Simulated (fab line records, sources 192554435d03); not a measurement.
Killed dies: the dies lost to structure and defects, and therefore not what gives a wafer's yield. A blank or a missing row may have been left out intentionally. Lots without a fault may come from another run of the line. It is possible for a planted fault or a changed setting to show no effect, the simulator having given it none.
A struck lot beside a sound one | flow n5Finfet | 19 steps out of a route of 1938
Sound: wafers L330.1, L330.4, L330.5. Struck: wafers L321.1, L321.3, L321.4. Last of all comes the cause.
Per side, at each step with rows, come the tool, then ch with its chambers, and then its first start. Under that, the readings that differ: sound wafers | struck wafers | difference of the means | sigmas: that difference in standard deviations of wafers without a fault.
alike: readings with means less than 2 such deviations apart, plus words and numbers identical on both sides. not compared: withheld readings, readings lacking a value on some wafer, bounds such as >300 that could conceal the same value, and numbers that have no deviation in the record and whose values overlap.
A row with sigmas, a row that says differs or no value, or rows on one side alone: a step with any of these is where the two part. Numbers that don't overlap but have no deviation are shown without sigmas and don't part them. A reading that every wafer of one side lacks parts them only if that side has two wafers or more.

first, 9 steps without rows for these wafers: N5_SD_EPI_N_COAT_33 (time 60 s, resist thk 35 nm); N5_SD_EPI_N_COAT_03 (resist thk 150 nm); N5_SD_EPI_N_EBR_05; N5_SD_EPI_N_SOFTBAKE_04 (time 60 s); N5_SD_EPI_N_EXPOSE_06 (exposes mask SD N BLK, target cd 120 nm); N5_SD_EPI_N_PEB_07 (peb time 60 s); N5_SD_EPI_N_DEVELOP_08 (develop time 30 s); N5_SD_EPI_N_DESCUM_14 (chemistry O2, time 7.9 s); N5_SD_EPI_N_ETCH_34 (etches SiARC in CF4, target depth 45.5 nm, time 75.8 s).
N5_SD_EPI_N_ETCH_35: etches SOC in N2/H2, overetch 108 nm, time 486 s.
  sound on rieDiel-03 ch 1,2,3, day 8 22:53; struck on rieDiel-06 ch 0,2,3, day 6 14:17
  no value came back on the struck wafers for any of 8 readings (biasW (W), chamberPressureMTorr (mTorr) and others); on the sound wafers biasW (W) reads 132.4 132.0 133.1
reading                                            | sound        | struck            | difference | sigmas
model.CAR-ArF-block_of_SD_EPI_N_COAT_03.thkNm (nm) | 0 0 0        | 110.6 110.6 111.2 | +110.8     | 
model.SiARC_of_SD_EPI_N_COAT_33.thkNm (nm)         | 19.2 19.8 19 | 35 35 34.8        | +16        | 
  not compared: rfHoursCounterH, model.SD_EPI_N.cdNm
then, 1 step without rows for these wafers: N5_SD_EPI_N_STRIP_36 (strips in N2/H2).
N5_SD_EPI_N_ETCHBACK_44: etches SiNx in CH3F/O2, stops on SiO2, target depth 14.5 nm.
  sound on rieDiel-03 ch 1,2,3, day 8 23:12; struck on rieDiel-06 ch 0,2,3, day 6 14:37
reading             | sound          | struck         | difference | sigmas
oesProductAu (a.u.) | 0.75 0.58 0.76 | 0.27 0.33 0.26 | -0.41      | -5
  alike: chamberPressureMTorr, drypumpMotorCurrentA, mfcArSccm, oes_o_777_au, rfFwdPowerW, rfVppV, showerheadPlenumPTorr, throttleValvePct
  not compared: rfHoursCounterH
then, 1 step without rows for these wafers: N5_SD_EPI_N_ETCH_45 (etches SiOCN in CH3F/O2, target depth 6 nm).
N5_SD_EPI_N_ETCH_16: etches SiO2 in CHF3/O2, target depth 5 nm.
  sound on rieDiel-03 ch 1,2,3, day 8 23:24; struck on rieDiel-06 ch 0,2,3, day 6 14:49
reading                                    | sound          | struck         | difference | sigmas
model.SiARC_of_SD_EPI_N_COAT_33.thkNm (nm) | 11.6 12.6 11.2 | 27.8 27.8 27.8 | +16.0      | 
  alike: CHF3_flow_sccm, O2_flow_sccm, chamberPressureMTorr, drypumpMotorCurrentA, mfcArSccm, oes_o_777_au, oesProductAu, rfFwdPowerW, rfVppV, showerheadPlenumPTorr, throttleValvePct
  not compared: rfHoursCounterH
then, 1 step without rows for these wafers: N5_SD_EPI_N_STRIP_47 (strips in CHF3/O2).
N5_SD_EPI_N_SD_RECESS_17: chemistry HBr/Cl2/O2, target depth 41 nm, time 23.7 s, bt time 3 s.
  sound on rieSi-03 ch 0,2, day 8 23:29; struck on rieSi-03 ch 0,1,2, day 6 14:53
  alike: chamberPressureMTorr, drypumpMotorCurrentA, mfcCl2Sccm, oes_o_777_au, oesProductAu, rfFwdPowerW, throttleValvePct
  not compared: rfHoursCounterH, model.SD_EPI_N.cdNm
then, 1 step without rows for these wafers: N5_SD_EPI_N_STRIP_38 (strips in N2/H2).
N5_BEOL_M4_RC_MEAS_101:
  the record has rows for the sound wafers here (prober-01 ch 0, day 13 13:51) and none for the struck ones
-- record jumps: 9 days separate the struck wafers' starts on either side; left off in module BEOL_M4, taken up again in module PASSIVATION, whose first shown step is the route's number 1936 --
N5_PASSIVATION_PROBE_49:
  only the struck wafers here have rows in the record (prober-02, day 15 22:10); the sound ones have none

== WHERE THEY PART ==
At N5_SD_EPI_N_ETCH_35 first; at N5_PASSIVATION_PROBE_49 last (within this record only).

WHY: what had been put in by the simulator
Whole step skipped at N5_SD_EPI_N_ETCH_35 on rieDiel-06, starting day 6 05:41. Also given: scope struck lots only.
